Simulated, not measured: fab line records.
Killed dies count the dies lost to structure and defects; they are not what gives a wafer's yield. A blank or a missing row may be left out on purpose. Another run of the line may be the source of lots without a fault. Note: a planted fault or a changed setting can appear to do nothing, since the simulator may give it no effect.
Chamber matching / flow n5-finfet / 3 sister chambers for N5_BEOL_M6_CURE_75 on uv-cure-01
The step cures SiCOH lowk, time 120 s. 6 wafers are shown with their chamber, then 9 later ones without.

## WAFERS WITH THEIR CHAMBER
wafer=L082.3; chamber=0; wafer_temp_C_max=372.5; lamp-power-pct (%)=52.37
wafer=L082.5; chamber=0; wafer_temp_C_max=372.2; lamp-power-pct (%)=52.17
wafer=L088.4; chamber=1; wafer_temp_C_max=371.9; lamp-power-pct (%)=52.34
wafer=L088.5; chamber=1; wafer_temp_C_max=371.9; lamp-power-pct (%)=52.31
wafer=L087.4; chamber=2; wafer_temp_C_max=371.3; lamp-power-pct (%)=52.39
wafer=L087.5; chamber=2; wafer_temp_C_max=371.9; lamp-power-pct (%)=52.24

## WAFERS WITHOUT THEIR CHAMBER
wafer=L091.2; wafer_temp_C_max=372.4; lamp-power-pct (%)=52.17
wafer=L091.3; wafer_temp_C_max=372.2; lamp-power-pct (%)=52.31
wafer=L091.6; wafer_temp_C_max=373.3; lamp-power-pct (%)=52.33
wafer=L095.1; wafer_temp_C_max=371.9; lamp-power-pct (%)=52.38
wafer=L095.3; wafer_temp_C_max=372.2; lamp-power-pct (%)=52.32
wafer=L095.6; wafer_temp_C_max=373.0; lamp-power-pct (%)=52.29
wafer=L096.2; wafer_temp_C_max=371.8; lamp-power-pct (%)=52.33
wafer=L096.5; wafer_temp_C_max=371.7; lamp-power-pct (%)=52.30
wafer=L096.6; wafer_temp_C_max=371.5; lamp-power-pct (%)=52.36

## EACH ONE'S CHAMBER
wafer=L091.2; from the rows above=can't be placed: 0 or 1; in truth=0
wafer=L091.3; from the rows above=can't be placed: 0 or 1 or 2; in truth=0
wafer=L091.6; from the rows above=can't be placed: 0 or 1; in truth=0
wafer=L095.1; from the rows above=can't be placed: 1 or 2 or 0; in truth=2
wafer=L095.3; from the rows above=can't be placed: 0 or 1 or 2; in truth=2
wafer=L095.6; from the rows above=can't be placed: 0 or 1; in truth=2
wafer=L096.2; from the rows above=can't be placed: 1 or 2 or 0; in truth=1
wafer=L096.5; from the rows above=can't be placed: 2 or 1 or 0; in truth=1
wafer=L096.6; from the rows above=can't be placed: 2 or 1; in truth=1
Correct placement for 0 of the 9. From these rows, 9 cannot be placed; in 8 the true chamber is one of the candidates. Wrongly placed: 0.
How it was worked out, from the rows above alone: a wafer's distance from a chamber is the root of the sum, over the readings, of the square of ((its reading less the chamber's mean) divided by the reading's scatter). The wafer belongs to the nearest chamber; if the next one is less than 2 further off, it can't be placed. A chamber's mean is the mean of its shown wafers. The scatter is the square root of a quotient: the sum, over the shown wafers, of each reading's squared deviation from its chamber's mean, divided by wafers minus chambers.
